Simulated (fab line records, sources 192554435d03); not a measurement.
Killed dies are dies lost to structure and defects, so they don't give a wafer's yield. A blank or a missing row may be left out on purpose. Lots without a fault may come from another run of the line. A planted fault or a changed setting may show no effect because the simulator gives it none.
Chamber matching | flow n5_finfet | N5_BEOL_M10_DESCUM_33 on rie_diel-02: 4 sister chambers
The step chemistry O2, time 7.9 s. 14 wafers are shown with their chamber, then 7 later ones without.

WAFERS WITH THEIR CHAMBER
wafer  | chamber | drypump_motor_current_A (A) | showerhead_plenum_p_Torr (Torr) | throttle_valve_pct (%)
L074.1 | 3       | 5.4                         | 2.12                            | 20.27
L074.2 | 1       | 4.9                         | 2.14                            | 20.28
L074.3 | 2       | 5.9                         | 2.15                            | 20.47
L081.1 | 0       | 5.7                         | 1.98                            | 20.45
L081.2 | 2       | 5.9                         | 2.14                            | 20.51
L081.5 | 0       | 5.7                         | 1.98                            | 20.46
L084.1 | 2       | 5.9                         | 2.13                            | 20.53
L084.5 | 0       | 5.7                         | 1.97                            | 20.48
L084.6 | 3       | 5.4                         | 2.11                            | 20.33
L086.1 | 1       | 5.0                         | 2.13                            | 20.30
L086.2 | 0       | 5.7                         | 1.97                            | 20.47
L086.4 | 2       | 5.9                         | 2.14                            | 20.51
L087.1 | 0       | 5.7                         | 1.97                            | 20.47
L087.2 | 3       | 5.4                         | 2.11                            | 20.33

SIGNATURES (means of the wafers above)
reading                  | chamber 0 | chamber 1 | chamber 2 | chamber 3 | scatter within a chamber
drypump_motor_current_A  | 5.700     | 4.950     | 5.900     | 5.400     | 0.0224
showerhead_plenum_p_Torr | 1.9740    | 2.1350    | 2.1400    | 2.1133    | 0.00661
throttle_valve_pct       | 20.4660   | 20.2900   | 20.5050   | 20.3100   | 0.0224
Rule: a wafer's distance from a chamber is the root of the sum, over the readings, of the square of ((its reading less the chamber's mean) divided by the reading's scatter). The wafer belongs to the nearest chamber; if the next one is less than 2 further off, it can't be placed. The scatter: the root of (the sum of the squares of (reading less its chamber's mean) over the shown wafers, divided by (wafers less chambers)).

WAFERS WITHOUT THEIR CHAMBER
wafer  | drypump_motor_current_A (A) | showerhead_plenum_p_Torr (Torr) | throttle_valve_pct (%)
L087.6 | 5.0                         | 2.13                            | 20.31
L091.1 | 5.7                         | 1.97                            | 20.48
L091.3 | 5.9                         | 2.13                            | 20.54
L091.4 | 5.9                         | 2.13                            | 20.53
L093.1 | 5.4                         | 2.11                            | 20.34
L093.2 | 5.6                         | 1.97                            | 20.49
L093.3 | 5.0                         | 2.13                            | 20.33

WHICH CHAMBER EACH WENT THROUGH
wafer  | from the rows above | in truth
L087.6 | 1                   | 1
L091.1 | 0                   | 0
L091.3 | 2                   | 2
L091.4 | 2                   | 2
L093.1 | 3                   | 3
L093.2 | 0                   | 0
L093.3 | 1                   | 1
Placed correctly: 7 of 7. Can't be placed from these rows: 0. Placed wrongly: 0.
